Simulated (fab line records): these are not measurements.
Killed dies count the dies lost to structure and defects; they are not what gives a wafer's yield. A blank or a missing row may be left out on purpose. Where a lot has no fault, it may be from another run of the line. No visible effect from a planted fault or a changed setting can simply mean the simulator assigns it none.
fab line records -- flow n5_finfet
record: lots: 6, wafers: 18, last_day: 17
route steps=1938 shown DUMMY_GATE@231 BEOL_M4@1111
lots that met no fault: from a run of the same line without faults
start_h: hours from the record's opening day to when the first of the lot's shown wafers began -- wait_h: hours from the lot's prior step to this one -- " the same as in the row above -- L1.1+2: a single row standing in for several wafers -- - no value, or no start was given -- * or withheld: withheld -- < > ~ a bound
route shown NAME@n: a module of which the file shows steps, and the number in the route of the first -- usual: mean and standard deviation over wafers with no fault -- same: alike in all rows -- chamber/n: place in a boat -- sites: per-site readings -- _std_site: standard deviation across them -- _edge_site: the outer-site mean with the inner-site mean subtracted -- radius_mm: for every site, how far away it sits from the centre of the wafer -- mask NAME#n: copy n -- behind: the most recent tool/chamber to have shaped the wafer -- hold: cause of the lot's hold/its duration in hours/its outcome -- device: which transistor (n, p or np) failed to switch -- end of line: tests run on the same wafers once the route is complete -- step lacking rows: just its recipe -- killed: at the first sort, the dies lost to defects and structure; wafer yield is something else -- map: a wafer's dies, marking killed ones x, the rest . and places with no die _
set.NAME: the setting that was run; set.NAME@STEP: the one run at that earlier step -- model.NAME: the simulator's own value behind a step, which no gauge read
lots at selected steps of the route; one table per step, one row per wafer
services: when a tool's chamber went out of use (start_h, in hours from the record's first day, below 0 if earlier), for how many hours, and the reason
== steps ==
step: N5_DUMMY_GATE_CD_MEAS_15
recipe: target_cd_nm: 25.8, landing_energy_ev: 500, detector: se_inlens
usual: cd_nm: 25.02/0.22
same: landing_energy_ev: 500
lot.wafer,tool,chamber,start_h,wait_h,cd_nm
L756.1,cd_sem-03,0,61.54,-,24.68
L756.2,cd_sem-03,0,61.54,-,24.75
L756.6,cd_sem-03,0,61.54,-,25.06
L758.1,cd_sem-03,0,69.45,-,25.12
L758.5,cd_sem-03,0,69.45,-,25.39
L758.6,cd_sem-03,0,69.45,-,24.66
L759.2,cd_sem-01,0,77.37,-,24.94
L759.5,cd_sem-01,0,77.37,-,25.07
L759.6,cd_sem-01,0,77.37,-,25.22
L761.1,cd_sem-02,0,89.01,-,25.05
L761.3,cd_sem-02,0,89.01,-,24.80
L761.4,cd_sem-02,0,89.01,-,24.94
L775.1,cd_sem-01,0,174.19,-,24.97
L775.2,cd_sem-01,0,174.19,-,24.98
L775.6,cd_sem-01,0,174.19,-,25.22
L776.1,cd_sem-02,0,178.41,-,25.36
L776.2,cd_sem-02,0,178.41,-,25.33
L776.4,cd_sem-02,0,178.41,-,25.05
step: N5_DUMMY_GATE_OVL_MEAS_16
recipe: points_per_wafer: 522
usual: GATE_OVL: 0.1/0.59
same: points_per_wafer: 522
lot.wafer,tool,chamber,start_h,wait_h,GATE_OVL[nm]
L756.1,overlay-01,0,61.58,0.0,0.3
L756.2,overlay-01,0,61.58,0.0,-0.1
L756.6,overlay-01,0,61.58,0.0,-0.4
L758.1,overlay-01,0,69.49,0.0,0.5
L758.5,overlay-01,0,69.49,0.0,-0.5
L758.6,overlay-01,0,69.49,0.0,-0.6
L759.2,overlay-02,0,77.41,0.0,0.1
L759.5,overlay-02,0,77.41,0.0,-0.1
L759.6,overlay-02,0,77.41,0.0,-0.2
L761.1,overlay-01,0,89.05,0.0,-0.9
L761.3,overlay-01,0,89.05,0.0,-0.1
L761.4,overlay-01,0,89.05,0.0,-0.6
L775.1,overlay-01,0,174.23,0.0,-1.5
L775.2,overlay-01,0,174.23,0.0,-0.1
L775.6,overlay-01,0,174.23,0.0,-0.9
L776.1,overlay-01,0,178.45,0.0,0.9
L776.2,overlay-01,0,178.45,0.0,-0.2
L776.4,overlay-01,0,178.45,0.0,-0.1
step: N5_DUMMY_GATE_INSPECT_17
recipe: mode: adi, inspect_instrument: brightfield
usual: raw_defect_count: 186/44
lot.wafer,tool,chamber,start_h,wait_h,raw_defect_count
L756.1,defect_inspect-02,-,61.64,0.1,127
L756.2,defect_inspect-02,-,61.64,0.1,120
L756.6,defect_inspect-02,-,61.64,0.1,168
L758.1,defect_inspect-01,-,69.55,0.1,240
L758.5,defect_inspect-01,-,69.55,0.1,239
L758.6,defect_inspect-01,-,69.55,0.1,227
L759.2,defect_inspect-02,-,77.46,0.0,165
L759.5,defect_inspect-02,-,77.46,0.0,149
L759.6,defect_inspect-02,-,77.46,0.0,202
L761.1,defect_inspect-02,-,89.10,0.1,143
L761.3,defect_inspect-02,-,89.10,0.1,188
L761.4,defect_inspect-02,-,89.10,0.1,184
L775.1,defect_inspect-01,-,174.28,0.1,152
L775.2,defect_inspect-01,-,174.28,0.1,227
L775.6,defect_inspect-01,-,174.28,0.1,99
L776.1,defect_inspect-02,-,178.51,0.1,185
L776.2,defect_inspect-02,-,178.51,0.1,215
L776.4,defect_inspect-02,-,178.51,0.1,239
step: N5_DUMMY_GATE_DESCUM_20
recipe: chemistry: O2, time_s: 6.2, source_power_w: 50, bias_power_w: 20, pressure_mtorr: 20, rf_frequency_hz: 2.712e+07, temp_c: 40, resist: CAR-EUV, o2_flow_sccm: 225
usual: drypump_motor_current_A: 5.9/0.38, oes_product_au: 0.74/0.049, rf_vpp_V: 242.5/1.4, showerhead_plenum_p_Torr: 2.06/0.069, throttle_valve_pct: 20.53/0.22
same: time_s: 6.2
lot.wafer,tool,chamber,start_h,wait_h,drypump_motor_current_A,oes_product_au,rf_hours_counter_h,rf_vpp_V,showerhead_plenum_p_Torr,throttle_valve_pct
L756.1,rie_diel-05,3,61.68,0.0,6.2,0.72,174,245.9,2.18,20.60
L756.2,rie_diel-05,0,61.68,0.0,6.4,0.72,211,242.5,1.98,20.91
L756.6,rie_diel-05,1,61.68,0.0,6.0,0.76,-,244.6,2.09,20.15
L758.1,rie_diel-05,0,69.67,0.1,6.4,0.71,213,241.8,1.98,20.90
L758.5,rie_diel-05,0,69.67,0.1,6.4,0.71,-,241.7,1.98,20.91
L758.6,rie_diel-05,1,69.67,0.1,6.0,0.77,-,242.9,2.09,20.16
L759.2,rie_diel-01,2,77.50,0.0,5.2,0.69,236,242.7,2.07,20.66
L759.5,rie_diel-01,0,77.50,0.0,6.2,0.74,-,241.6,2.00,20.53
L759.6,rie_diel-01,1,77.50,0.0,6.1,0.75,-,242.5,2.07,20.58
L761.1,rie_diel-01,2,89.14,0.0,5.3,0.68,240,242.8,2.07,20.68
L761.3,rie_diel-01,1,89.14,0.0,6.1,0.75,183,244.1,2.07,20.61
L761.4,rie_diel-01,2,89.14,0.0,5.2,0.69,-,242.4,2.07,20.67
L775.1,rie_diel-01,0,174.37,0.1,6.2,0.72,209,241.0,1.99,20.58
L775.2,rie_diel-01,1,174.37,0.1,6.1,0.71,212,242.6,2.06,20.64
L775.6,rie_diel-01,3,174.37,0.1,5.6,0.71,-,244.5,2.18,20.70
L776.1,rie_diel-06,3,178.54,0.0,6.2,0.75,158,242.5,2.09,20.90
L776.2,rie_diel-06,2,178.54,0.0,5.6,0.79,140,239.4,1.92,20.53
L776.4,rie_diel-06,0,178.54,0.0,5.7,0.74,158,243.0,2.07,20.43
step: N5_DUMMY_GATE_ETCH_29
recipe: chemistry: N2/H2, target: underlayer, target_depth_a: 130, ion_energy_ev: 200, pressure_mtorr: 30, source_w: 840, bias_w: 150, n2_flow_sccm: 200, h2_flow_sccm: 200
usual: drypump_motor_current_A: 5.9/0.38, oes_product_au: 0.75/0.053, rf_fwd_power_W: 832/3.5, rf_vpp_V: 522.7/2.4, showerhead_plenum_p_Torr: 2.50/0.08, throttle_valve_pct: 18.01/0.24
lot.wafer,tool,chamber,start_h,wait_h,drypump_motor_current_A,oes_product_au,rf_fwd_power_W,rf_hours_counter_h,rf_vpp_V,showerhead_plenum_p_Torr,throttle_valve_pct
L756.1,rie_diel-05,3,61.74,0.0,6.2,0.72,830,174,525.1,2.65,18.05
L756.2,rie_diel-05,0,61.74,0.0,6.5,0.72,829,211,520.8,2.42,18.45
L756.6,rie_diel-05,1,61.74,0.0,6.0,0.77,835,-,524.7,2.54,17.62
L758.1,rie_diel-05,0,69.74,0.0,6.4,0.72,833,213,520.2,2.42,18.45
L758.5,rie_diel-05,0,69.74,0.0,6.4,0.72,835,-,519.5,2.42,18.44
L758.6,rie_diel-05,1,69.74,0.0,6.0,0.77,834,-,522.4,2.54,17.61
L759.2,rie_diel-01,2,77.56,0.0,5.2,0.70,832,236,521.1,2.50,18.09
L759.5,rie_diel-01,0,77.56,0.0,6.2,0.74,831,-,521.1,2.42,18.07
L759.6,rie_diel-01,1,77.56,0.0,6.1,0.73,836,-,522.2,2.52,18.00
L761.1,rie_diel-01,2,89.20,0.0,5.2,0.71,832,240,522.3,2.49,18.11
L761.3,rie_diel-01,1,89.20,0.0,6.1,0.72,835,183,523.1,2.51,18.03
L761.4,rie_diel-01,2,89.20,0.0,5.2,0.71,832,-,523.2,2.49,18.11
L775.1,rie_diel-01,0,174.43,0.0,6.2,0.71,830,209,521.6,2.41,18.10
L775.2,rie_diel-01,1,174.43,0.0,6.1,0.69,836,212,524.1,2.50,18.07
L775.6,rie_diel-01,3,174.43,0.0,5.6,0.72,831,-,526.3,2.62,18.07
L776.1,rie_diel-06,3,178.61,0.0,6.2,0.74,834,158,523.2,2.54,18.34
L776.2,rie_diel-06,2,178.61,0.0,5.6,0.80,831,140,517.0,2.35,18.04
L776.4,rie_diel-06,0,178.61,0.0,5.7,0.74,835,158,525.5,2.55,18.19
step: N5_DUMMY_GATE_ETCH_36
recipe: chemistry: CF4, target: SiARC, target_depth_a: 130, pressure_mtorr: 40, source_w: 545, bias_w: 36, Ar_flow_sccm: 100, cf4_flow_sccm: 100, ion_energy_ev: 80
step: N5_DUMMY_GATE_ETCH_37
recipe: chemistry: N2/H2, target: SOC, target_depth_a: 600, overetch_a: 300, temp_c: 40, ion_energy_ev: 200, pressure_mtorr: 30, source_w: 840, bias_w: 150, n2_flow_sccm: 200, h2_flow_sccm: 200
step: N5_DUMMY_GATE_STRIP_38
recipe: chemistry: N2/H2, temp_c: 40, n2_flow_sccm: 200, h2_flow_sccm: 200, rf_frequency_hz: 6e+07
step: N5_DUMMY_GATE_STRIP_39
recipe: chemistry: N2/H2, temp_c: 40, n2_flow_sccm: 200, h2_flow_sccm: 200, rf_frequency_hz: 6e+07
step: N5_DUMMY_GATE_TRIM_49
recipe: chemistry: O2, resist: SOC, time_s: 29, target_cd_nm: 14, source_power_w: 300, bias_power_w: 0, O2_flow_sccm: 100, temp_c: 20
usual: drypump_motor_current_A: 5.6/0.37, oes_product_au: 1.002/0.017, throttle_valve_pct: 8.15/0.14
same: time_s: 29
lot.wafer,tool,chamber,start_h,wait_h,drypump_motor_current_A,oes_product_au,rf_hours_counter_h,throttle_valve_pct
L756.1,rie_si-05,3,61.90,0.0,5.5,0.986,182,8.18
L756.2,rie_si-05,0,61.90,0.0,6.1,0.996,79,7.90
L756.6,rie_si-05,1,61.90,0.0,5.1,0.985,-,8.25
L758.1,rie_si-03,1,69.90,0.0,5.8,1.003,141,8.08
L758.5,rie_si-03,3,69.90,0.0,6.0,0.998,-,8.07
L758.6,rie_si-03,0,69.90,0.0,6.0,0.961,-,8.06
L759.2,rie_si-03,2,77.72,0.0,6.0,1.023,2,8.11
L759.5,rie_si-03,3,77.72,0.0,6.0,1.011,-,8.06
L759.6,rie_si-03,2,77.72,0.0,6.0,1.040,-,8.09
L761.1,rie_si-03,3,89.36,0.0,6.0,1.009,61,8.05
L761.3,rie_si-03,0,89.36,0.0,6.0,0.956,152,8.05
L761.4,rie_si-03,2,89.36,0.0,6.0,1.035,2,8.12
L775.1,rie_si-05,3,174.59,0.0,5.5,0.987,184,8.21
L775.2,rie_si-05,1,174.59,0.0,5.1,0.994,29,8.25
L775.6,rie_si-05,1,174.59,0.0,5.1,0.991,-,8.24
L776.1,rie_si-01,1,178.77,0.0,5.5,1.013,157,8.43
L776.2,rie_si-01,0,178.77,0.0,5.7,0.994,136,8.24
L776.4,rie_si-01,2,178.77,0.0,5.3,0.990,187,8.09
step: N5_DUMMY_GATE_STRIP_40
recipe: chemistry: CF4, resist: SiARC, power_w: 300, bias_power_w: 75, pressure_mtorr: 50, cf4_flow_sccm: 150, rf_frequency_hz: 6e+07
usual: drypump_motor_current_A: 5.9/0.38, oes_product_au: 0.74/0.052, rf_vpp_V: 270.6/1.6, showerhead_plenum_p_Torr: 1.77/0.056, throttle_valve_pct: 13.70/0.21
lot.wafer,tool,chamber,start_h,wait_h,drypump_motor_current_A,oes_product_au,rf_hours_counter_h,rf_vpp_V,showerhead_plenum_p_Torr,throttle_valve_pct
L756.1,rie_diel-01,0,62.00,0.1,6.2,0.73,172,269.6,1.71,13.59
L756.2,rie_diel-01,1,62.00,0.1,6.1,0.74,174,271.9,1.78,13.78
L756.6,rie_diel-01,0,62.00,0.1,6.2,0.73,-,267.5,1.71,13.58
L758.1,rie_diel-06,1,69.99,0.1,5.2,0.72,194,269.7,1.80,13.57
L758.5,rie_diel-06,3,69.99,0.1,6.2,0.76,-,270.3,1.80,13.85
L758.6,rie_diel-06,0,69.99,0.1,5.7,0.78,-,270.0,1.80,13.61
L759.2,rie_diel-05,1,77.82,0.1,6.0,0.75,144,273.1,1.80,13.43
L759.5,rie_diel-05,1,77.82,0.1,6.0,0.75,-,272.2,1.80,13.43
L759.6,rie_diel-05,0,77.82,0.1,6.4,0.71,-,269.7,1.72,14.16
L761.1,rie_diel-05,3,89.46,0.1,6.1,0.71,182,273.2,1.86,13.79
L761.3,rie_diel-05,2,89.46,0.1,6.2,0.71,200,268.1,1.71,13.46
L761.4,rie_diel-05,0,89.46,0.1,6.4,0.71,219,270.0,1.72,14.17
L775.1,rie_diel-06,1,174.72,0.1,5.2,0.70,223,271.4,1.79,13.64
L775.2,rie_diel-06,2,174.72,0.1,5.6,0.77,139,267.5,1.66,13.70
L775.6,rie_diel-06,1,174.72,0.1,5.2,0.69,-,270.9,1.79,13.66
L776.1,rie_diel-06,0,178.87,0.1,5.6,0.74,158,271.3,1.79,13.70
L776.2,rie_diel-06,3,178.87,0.1,6.2,0.74,158,272.1,1.79,13.94
L776.4,rie_diel-06,1,178.87,0.1,5.2,0.71,224,270.0,1.79,13.62
step: N5_DUMMY_GATE_CD_MEAS_50
recipe: target_cd_nm: 14
usual: cd_nm: 14.0/0.39
lot.wafer,tool,chamber,start_h,wait_h,cd_nm
L756.1,cd_sem-03,-,62.05,0.0,13.7
L756.2,cd_sem-03,-,62.05,0.0,13.5
L756.6,cd_sem-03,-,62.05,0.0,14.4
L758.1,cd_sem-03,-,70.04,0.0,14.4
L758.5,cd_sem-03,-,70.04,0.0,14.3
L758.6,cd_sem-03,-,70.04,0.0,14.2
L759.2,cd_sem-02,-,77.87,0.0,13.9
L759.5,cd_sem-02,-,77.87,0.0,13.8
L759.6,cd_sem-02,-,77.87,0.0,14.3
L761.1,cd_sem-01,-,89.51,0.0,13.5
L761.3,cd_sem-01,-,89.51,0.0,14.3
L761.4,cd_sem-01,-,89.51,0.0,13.8
L775.1,cd_sem-01,-,174.77,0.0,13.9
L775.2,cd_sem-01,-,174.77,0.0,14.8
L775.6,cd_sem-01,-,174.77,0.0,14.3
L776.1,cd_sem-03,-,178.92,0.0,14.5
L776.2,cd_sem-03,-,178.92,0.0,14.2
L776.4,cd_sem-03,-,178.92,0.0,13.7
step: N5_DUMMY_GATE_ETCH_31
recipe: chemistry: C4F6/O2, target: SiO2, mask_material: SOC, target_depth_a: 825, time_s: 27.5, ion_energy_ev: 250, pressure_mtorr: 30, source_w: 345, bias_w: 185, Ar_flow_sccm: 300, C4F6_flow_sccm: 10, O2_flow_sccm: 10
usual: drypump_motor_current_A: 5.9/0.38, oes_ar_750_au: 0.74/0.045, oes_f_703_au: 0.75/0.05, oes_o_777_au: 0.75/0.048, oes_product_au: 0.74/0.046, rf_fwd_power_W: 342.0/1.7, rf_vpp_V: 665/10, showerhead_plenum_p_Torr: 2.80/0.095, throttle_valve_pct: 21.26/0.25
same: time_s: 27.5
lot.wafer,tool,chamber,start_h,wait_h,drypump_motor_current_A,oes_ar_750_au,oes_f_703_au,oes_o_777_au,oes_product_au,rf_fwd_power_W,rf_hours_counter_h,rf_vpp_V,showerhead_plenum_p_Torr,throttle_valve_pct,model.etch.depth_nm,model.SOC_of_DUMMY_GATE_COAT_34.thk_nm
L756.1,rie_diel-05,0,62.30,0.3,6.5,0.72,0.74,0.74,0.72,341.1,211,653,2.69,21.60,82.5,51.8
L756.2,rie_diel-05,2,62.30,0.3,6.2,0.73,0.73,0.73,0.72,343.0,192,678,2.72,20.82,82.32,51.8
L756.6,rie_diel-05,3,62.30,0.3,6.2,0.73,0.74,0.74,0.72,340.1,-,685,2.96,21.33,82.29,51.8
L758.1,rie_diel-05,1,70.09,0.0,6.0,0.88,1.02,0.98,0.81,424.9,143,591,2.85,21.03,90.83,51.4
L758.5,rie_diel-05,0,70.09,0.0,6.4,0.82,0.96,0.91,0.76,427.2,-,586,2.69,21.64,89.86,51.2
L758.6,rie_diel-05,3,70.09,0.0,6.2,0.82,0.95,0.93,0.76,423.8,-,615,2.96,21.34,89.33,51.4
L759.2,rie_diel-05,0,77.92,0.0,6.4,0.82,0.95,0.91,0.76,426.2,216,586,2.69,21.65,88.75,50.8
L759.5,rie_diel-05,1,77.92,0.0,6.0,0.88,1.02,0.98,0.81,425.7,-,590,2.85,21.02,90.77,50.6
L759.6,rie_diel-05,0,77.92,0.0,6.4,0.82,0.95,0.92,0.75,425.4,-,585,2.69,21.66,88.78,51
L761.1,rie_diel-01,0,89.56,0.0,6.2,0.73,0.72,0.72,0.72,339.5,180,668,2.73,21.28,81.24,52.2
L761.3,rie_diel-01,2,89.56,0.0,5.2,0.72,0.73,0.73,0.70,342.1,240,673,2.80,21.32,82.59,51.8
L761.4,rie_diel-01,0,89.56,0.0,6.2,0.73,0.71,0.72,0.73,340.1,-,665,2.73,21.29,81.63,52
L775.1,rie_diel-05,1,174.82,0.0,6.1,0.75,0.76,0.76,0.74,343.5,173,659,2.84,21.02,83.29,52
L775.2,rie_diel-05,2,174.82,0.0,6.2,0.70,0.70,0.70,0.69,342.4,226,679,2.70,20.88,83.28,52
L775.6,rie_diel-05,0,174.82,0.0,6.4,0.70,0.71,0.71,0.69,343.6,-,652,2.68,21.64,82.25,51.8
L776.1,rie_diel-01,2,179.05,0.1,5.2,0.94,0.96,0.96,0.93,340.9,13,673,2.79,21.02,84.35,51.4
L776.2,rie_diel-01,0,179.05,0.1,6.2,0.71,0.70,0.70,0.71,340.7,210,666,2.71,21.33,82.14,51.8
L776.4,rie_diel-01,3,179.05,0.1,5.6,0.73,0.75,0.73,0.72,342.6,191,662,2.96,21.48,82.23,51.8
step: N5_DUMMY_GATE_STRIP_41
recipe: chemistry: O2, power_w: 400, temp_c: 40, pressure_mtorr: 30, rf_frequency_hz: 6e+07, bias_power_w: 0, overash_fraction: 0.3, o2_flow_sccm: 225
usual: drypump_motor_current_A: 5.9/0.38, oes_product_au: 0.74/0.044, rf_vpp_V: 3.7/0.5, showerhead_plenum_p_Torr: 2.06/0.073, throttle_valve_pct: 16.78/0.23
same: overash_fraction: 0.3
lot.wafer,tool,chamber,start_h,wait_h,drypump_motor_current_A,oes_product_au,rf_hours_counter_h,rf_vpp_V,showerhead_plenum_p_Torr,throttle_valve_pct
L756.1,rie_diel-05,0,62.35,0.0,6.4,0.71,211,3.3,1.98,17.13
L756.2,rie_diel-05,2,62.35,0.0,6.2,0.71,192,4.2,2.00,16.43
L756.6,rie_diel-05,3,62.35,0.0,6.1,0.72,-,2.9,2.19,16.86
L758.1,rie_diel-05,1,70.14,0.0,6.0,0.77,143,3.9,2.09,16.44
L758.5,rie_diel-05,0,70.14,0.0,6.4,0.71,-,3.3,1.98,17.14
L758.6,rie_diel-05,3,70.14,0.0,6.2,0.71,-,4.2,2.19,16.86
L759.2,rie_diel-05,0,77.97,0.0,6.4,0.72,216,3.4,1.98,17.14
L759.5,rie_diel-05,1,77.97,0.0,6.0,0.76,-,4.4,2.09,16.44
L759.6,rie_diel-05,0,77.97,0.0,6.4,0.71,-,4.1,1.98,17.13
L761.1,rie_diel-01,0,89.61,0.0,6.2,0.74,180,3.6,2.00,16.75
L761.3,rie_diel-01,2,89.61,0.0,5.2,0.68,240,4.7,2.07,16.91
L761.4,rie_diel-01,0,89.61,0.0,6.2,0.74,-,3.0,2.00,16.75
L775.1,rie_diel-05,1,174.86,0.0,6.0,0.72,173,3.6,2.08,16.50
L775.2,rie_diel-05,2,174.86,0.0,6.2,0.69,226,3.9,1.99,16.50
L775.6,rie_diel-05,0,174.86,0.0,6.4,0.69,-,3.7,1.97,17.21
L776.1,rie_diel-01,2,179.09,0.0,5.2,0.90,13,4.3,2.06,16.52
L776.2,rie_diel-01,0,179.09,0.0,6.2,0.72,210,3.8,1.99,16.81
L776.4,rie_diel-01,3,179.09,0.0,5.6,0.71,191,4.3,2.18,16.95
step: N5_BEOL_M4_RC_MEAS_101
usual: DIBL_N: 36.0/1.7, DIBL_P: 35.8/2, IOFF_N: 0.15/0.03, IOFF_P: 0.20/0.037, ION_N: 670/12, ION_P: 460/7.2, SS_N: 71.5/0.68, SS_P: 73.2/0.65, VT_N: 250/3.1, VT_P: -251/3.4
lot.wafer,tool,chamber,start_h,wait_h,DIBL_N[mV/V],DIBL_P[mV/V],IOFF_N[nA/um],IOFF_P[nA/um],ION_N[uA/um],ION_P[uA/um],SS_N[mV/dec],SS_P[mV/dec],VT_N[mV],VT_P[mV]
L756.1,prober-01,0,180.49,0.0,37.9,37.1,0.19,0.20,678,450,73.0,73.3,246,-250
L756.2,prober-01,0,180.49,0.0,40.2,39.1,0.22,0.24,671,450,73.8,73.8,246,-249
L756.6,prober-01,0,180.49,0.0,36.6,35.2,0.17,0.18,678,455,72.4,73.1,247,-252
L758.1,prober-01,0,195.27,0.0,35.6,35.0,0.16,0.24,680,469,71.9,74.1,248,-245
L758.5,prober-01,0,195.27,0.0,38.3,36.9,0.20,0.29,659,462,72.4,73.9,248,-244
L758.6,prober-01,0,195.27,0.0,37.2,35.8,0.19,0.26,683,476,71.7,73.4,247,-245
L759.2,prober-02,0,200.98,0.2,34.9,36.4,0.13,0.17,665,453,71.2,73.1,253,-256
L759.5,prober-02,0,200.98,0.2,35.0,37.0,0.14,0.19,664,460,72.2,73.5,252,-254
L759.6,prober-02,0,200.98,0.2,33.6,33.8,0.13,0.16,666,456,70.5,72.8,253,-255
L761.1,prober-01,0,208.96,0.0,38.7,39.7,0.21,0.25,689,466,72.3,74.0,251,-249
L761.3,prober-01,0,208.96,0.0,36.3,37.1,0.17,0.20,684,463,71.6,72.8,249,-251
L761.4,prober-01,0,208.96,0.0,37.2,37.7,0.17,0.21,676,463,71.8,73.4,252,-250
L775.1,prober-01,0,297.97,0.0,35.7,36.3,0.14,0.18,681,469,70.6,73.5,251,-254
L775.2,prober-01,0,297.97,0.0,31.8,31.9,0.10,0.13,645,445,70.0,72.4,259,-258
L775.6,prober-01,0,297.97,0.0,35.0,35.2,0.14,0.17,655,452,71.1,73.4,252,-255
L776.1,prober-02,0,305.10,0.0,36.5,36.3,0.16,0.22,680,466,71.0,73.4,249,-250
L776.2,prober-02,0,305.10,0.0,39.0,38.8,0.23,0.27,699,471,71.5,74.2,242,-246
L776.4,prober-02,0,305.10,0.0,38.6,38.2,0.20,0.26,688,468,71.6,74.0,245,-246
== services ==
tool,chamber,start_h,hours,kind
rie_diel-06,3,38.09,5.0,repair
rie_diel-01,2,59.15,2.7,repair
rie_si-01,-,69.17,2.8,pm
rie_si-01,1,74.25,6.1,repair
rie_diel-06,-,75.90,0.5,repair
rie_diel-01,3,83.26,8.8,repair
rie_si-05,-,84.15,14.6,pm
rie_diel-06,0,101.16,4.5,repair
rie_si-05,-,110.17,2.8,pm
rie_si-03,-,116.19,2.8,pm
rie_diel-01,2,121.22,-,clean
rie_diel-01,2,121.22,-,consumable_replace:focus_ring
rie_diel-01,2,121.22,12.1,scheduled_down
rie_diel-01,2,121.22,12.1,vent_cycle
rie_diel-01,3,123.80,3.1,repair
rie_si-01,-,135.58,0.1,repair
== key ==
first_sign: step: N5_DUMMY_GATE_ETCH_31, reading: rf_fwd_power_W, direction: up, sigmas: 49, usual: *, struck: *
effect: step: N5_DUMMY_GATE_ETCH_31, reading: rf_vpp_V, direction: down, sigmas: 7, usual: 665, struck: 592
model_effect: step: N5_DUMMY_GATE_ETCH_31, value: etch.depth_nm, without: 82.53, struck: 89.72
met_at N5_DUMMY_GATE_ETCH_31
struck_wafers L758.1,L758.5,L758.6,L759.2,L759.5,L759.6
onset_between 62.30 70.09
fault: kind: process_parameter_drift, tool: rie_diel-05, chamber: -, onset_h: 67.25, steps: N5_DUMMY_GATE_ETCH_31, channel: source_w, offset: 82.8, shape: step, end_h: 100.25, acts_in: these_recipes_only, stated: 345
